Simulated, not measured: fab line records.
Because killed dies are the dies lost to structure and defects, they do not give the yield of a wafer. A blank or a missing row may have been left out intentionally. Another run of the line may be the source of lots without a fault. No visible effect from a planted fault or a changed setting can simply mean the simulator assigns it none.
Matching of chambers || flow n5Finfet || pecvd-02 running N5_BEOL_M4_PECVD_72: 3 sister chambers
The step deposits SiO2 from TEOS/O2, target thk 16 nm, time 18 s. 15 wafers are shown with their chamber, then 7 later ones without.

## WAFERS WITH THEIR CHAMBER
{"wafer": "L350.1", "chamber": 1, "throttleValvePct (%)": 21.9, "heaterPowerW (W)": 660, "showerheadPlenumPTorr (Torr)": 8.81}
{"wafer": "L350.2", "chamber": 2, "throttleValvePct (%)": 21.3, "heaterPowerW (W)": 852, "showerheadPlenumPTorr (Torr)": 8.82}
{"wafer": "L350.6", "chamber": 2, "throttleValvePct (%)": 21.4, "heaterPowerW (W)": 870, "showerheadPlenumPTorr (Torr)": 8.82}
{"wafer": "L353.3", "chamber": 1, "throttleValvePct (%)": 21.8, "heaterPowerW (W)": 592, "showerheadPlenumPTorr (Torr)": 8.81}
{"wafer": "L353.5", "chamber": 1, "throttleValvePct (%)": 21.7, "heaterPowerW (W)": 609, "showerheadPlenumPTorr (Torr)": 8.79}
{"wafer": "L355.2", "chamber": 1, "throttleValvePct (%)": 21.7, "heaterPowerW (W)": 666, "showerheadPlenumPTorr (Torr)": 8.80}
{"wafer": "L355.5", "chamber": 0, "throttleValvePct (%)": 22.7, "heaterPowerW (W)": 698, "showerheadPlenumPTorr (Torr)": 8.77}
{"wafer": "L355.6", "chamber": 1, "throttleValvePct (%)": 21.8, "heaterPowerW (W)": 657, "showerheadPlenumPTorr (Torr)": 8.78}
{"wafer": "L357.2", "chamber": 2, "throttleValvePct (%)": 21.4, "heaterPowerW (W)": 890, "showerheadPlenumPTorr (Torr)": 8.81}
{"wafer": "L357.4", "chamber": 0, "throttleValvePct (%)": 22.3, "heaterPowerW (W)": 811, "showerheadPlenumPTorr (Torr)": 8.79}
{"wafer": "L357.5", "chamber": 2, "throttleValvePct (%)": 21.4, "heaterPowerW (W)": 862, "showerheadPlenumPTorr (Torr)": 8.81}
{"wafer": "L362.1", "chamber": 0, "throttleValvePct (%)": 22.4, "heaterPowerW (W)": 738, "showerheadPlenumPTorr (Torr)": 8.77}
{"wafer": "L362.5", "chamber": 0, "throttleValvePct (%)": 22.5, "heaterPowerW (W)": 695, "showerheadPlenumPTorr (Torr)": 8.74}
{"wafer": "L362.6", "chamber": 2, "throttleValvePct (%)": 21.5, "heaterPowerW (W)": 891, "showerheadPlenumPTorr (Torr)": 8.80}
{"wafer": "L366.2", "chamber": 0, "throttleValvePct (%)": 22.0, "heaterPowerW (W)": 806, "showerheadPlenumPTorr (Torr)": 8.77}

SIGNATURES (averages over the wafers above)
{"reading": "throttleValvePct", "chamber 0": 22.380, "chamber 1": 21.780, "chamber 2": 21.400, "scatter within a chamber": 0.162}
{"reading": "heaterPowerW", "chamber 0": 749.60, "chamber 1": 636.80, "chamber 2": 873.00, "scatter within a chamber": 39.3}
{"reading": "showerheadPlenumPTorr", "chamber 0": 8.7680, "chamber 1": 8.7980, "chamber 2": 8.8120, "scatter within a chamber": 0.0137}
Rule: a wafer's distance from a chamber is the root of the sum, over the readings, of the square of ((its reading less the chamber's mean) divided by the reading's scatter). The wafer belongs to the nearest chamber; if the next one is less than 2 further off, it can't be placed. How the scatter is found: for the shown wafers, subtract from each reading the mean of its chamber, square and add these, divide the total by (wafers less chambers), then take the root.

## WAFERS WITHOUT THEIR CHAMBER
{"wafer": "L366.4", "throttleValvePct (%)": 21.8, "heaterPowerW (W)": 703, "showerheadPlenumPTorr (Torr)": 8.77}
{"wafer": "L371.1", "throttleValvePct (%)": 22.4, "heaterPowerW (W)": 752, "showerheadPlenumPTorr (Torr)": 8.78}
{"wafer": "L371.5", "throttleValvePct (%)": 22.3, "heaterPowerW (W)": 755, "showerheadPlenumPTorr (Torr)": 8.79}
{"wafer": "L371.6", "throttleValvePct (%)": 21.8, "heaterPowerW (W)": 863, "showerheadPlenumPTorr (Torr)": 8.81}
{"wafer": "L372.1", "throttleValvePct (%)": 22.1, "heaterPowerW (W)": 851, "showerheadPlenumPTorr (Torr)": 8.79}
{"wafer": "L372.3", "throttleValvePct (%)": 21.9, "heaterPowerW (W)": 615, "showerheadPlenumPTorr (Torr)": 8.79}
{"wafer": "L372.5", "throttleValvePct (%)": 22.2, "heaterPowerW (W)": 664, "showerheadPlenumPTorr (Torr)": 8.75}

## EACH ONE'S CHAMBER
{"wafer": "L366.4", "from the rows above": "can't be placed: 1 or 0", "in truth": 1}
{"wafer": "L371.1", "from the rows above": 0, "in truth": 0}
{"wafer": "L371.5", "from the rows above": 0, "in truth": 0}
{"wafer": "L371.6", "from the rows above": 2, "in truth": 2}
{"wafer": "L372.1", "from the rows above": "can't be placed: 0 or 2", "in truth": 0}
{"wafer": "L372.3", "from the rows above": 1, "in truth": 1}
{"wafer": "L372.5", "from the rows above": "can't be placed: 0 or 1", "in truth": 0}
4 of 7 placed correctly. Can't be placed from these rows: 3 (the true chamber is among the candidates in 3). Placed wrongly: 0.
